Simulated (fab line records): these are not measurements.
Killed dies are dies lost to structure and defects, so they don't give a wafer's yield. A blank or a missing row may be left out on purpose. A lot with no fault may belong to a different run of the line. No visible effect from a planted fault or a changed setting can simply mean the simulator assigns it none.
Matching of chambers | flow n5Finfet | N5_BEOL_M2_PRE_CLEAN_60 on cvdCo-02: 3 sister chambers
The step time 15 s. 22 wafers are shown with their chamber, then 11 later ones without.

== WAFERS, EACH WITH ITS CHAMBER ==
wafer  | chamber | heaterPowerW (W)
L075.2 | 0       | 84
L075.5 | 1       | 81
L075.6 | 2       | 71
L079.1 | 1       | 83
L079.2 | 0       | 85
L079.3 | 2       | 71
L079.4 | 1       | 80
L079.5 | 2       | 73
L079.6 | 0       | 84
L082.2 | 0       | 87
L082.4 | 0       | 88
L082.5 | 1       | 79
L083.1 | 2       | 73
L083.3 | 1       | 81
L083.4 | 1       | 80
L088.4 | 0       | 87
L088.5 | 2       | 72
L088.6 | 1       | 82
L089.2 | 0       | 86
L089.5 | 2       | 71
L089.6 | 1       | 81
L092.2 | 0       | 88

SIGNATURES, as means of the wafers listed above
reading      | chamber 0 | chamber 1 | chamber 2 | scatter within a chamber
heaterPowerW | 86.12     | 80.88     | 71.83     | 1.35
Rule: for each reading, subtract the chamber's mean from the wafer's reading, divide by that reading's scatter and square the result; add these up over the readings and take the root, which gives the wafer's distance from the chamber. The wafer belongs to the nearest chamber; if the next one is less than 2 further off, it can't be placed. The scatter is the square root of a quotient: the sum, over the shown wafers, of each reading's squared deviation from its chamber's mean, divided by wafers minus chambers.

== WAFERS MISSING THEIR CHAMBER ==
wafer  | heaterPowerW (W)
L092.4 | 87
L092.5 | 81
L093.2 | 72
L093.3 | 81
L093.6 | 85
L095.2 | 84
L095.4 | 82
L095.5 | 86
L097.3 | 81
L097.4 | 82
L097.6 | 87

== WHICH CHAMBER EACH WENT THROUGH ==
wafer  | from the rows above     | in truth
L092.4 | 0                       | 0
L092.5 | 1                       | 1
L093.2 | 2                       | 2
L093.3 | 1                       | 1
L093.6 | 0                       | 0
L095.2 | can't be placed: 0 or 1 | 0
L095.4 | 1                       | 1
L095.5 | 0                       | 0
L097.3 | 1                       | 1
L097.4 | 1                       | 1
L097.6 | 0                       | 0
Correct placement for 10 of the 11. Not placeable from these rows: 1 (in 1, the candidates include the true chamber). 0 placed wrongly.
